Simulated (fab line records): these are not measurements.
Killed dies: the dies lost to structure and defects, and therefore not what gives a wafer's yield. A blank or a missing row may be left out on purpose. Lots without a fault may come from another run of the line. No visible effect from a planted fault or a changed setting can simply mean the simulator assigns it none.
Chamber matching -- flow n5 finfet -- N5_FIN_SAQP_ALD_61 on ald sin-04: 4 sister chambers
The step deposits SiO2, target thk 4 nm, pulse time 1 s, purge time 2 s. 4 wafers are shown with their chamber, then 7 later ones without.

WAFERS PAIRED WITH THEIR CHAMBERS
wafer,chamber,heater power w (W)
L434.6,0,401
L440.1,3,598
L440.2,1,452
L441.5,2,542

WAFERS MISSING THEIR CHAMBER
wafer,heater power w (W)
L441.6,606
L450.4,430
L450.5,527
L450.6,596
L453.1,614
L453.2,530
L453.6,409

CHAMBER TAKEN BY EACH
wafer,from the rows above,in truth
L441.6,3,3
L450.4,can't be placed: 1 or 0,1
L450.5,2,2
L450.6,3,3
L453.1,3,3
L453.2,2,2
L453.6,0,0
6 of 7 placed correctly. Not placeable from these rows: 1 (in 1, the candidates include the true chamber). 0 placed wrongly.
How it was worked out, from the rows above alone: a wafer's distance from a chamber is the root of the sum, over the readings, of the square of ((its reading less the chamber's mean) divided by the reading's scatter). If the next closest chamber is less than 2 further off than the closest, the wafer can't be placed; otherwise it belongs to the closest. A chamber's mean is the mean of its shown wafers. The scatter: with one shown wafer a chamber, the root of the mean of the squares of how far each hidden wafer lies from its nearest shown one.
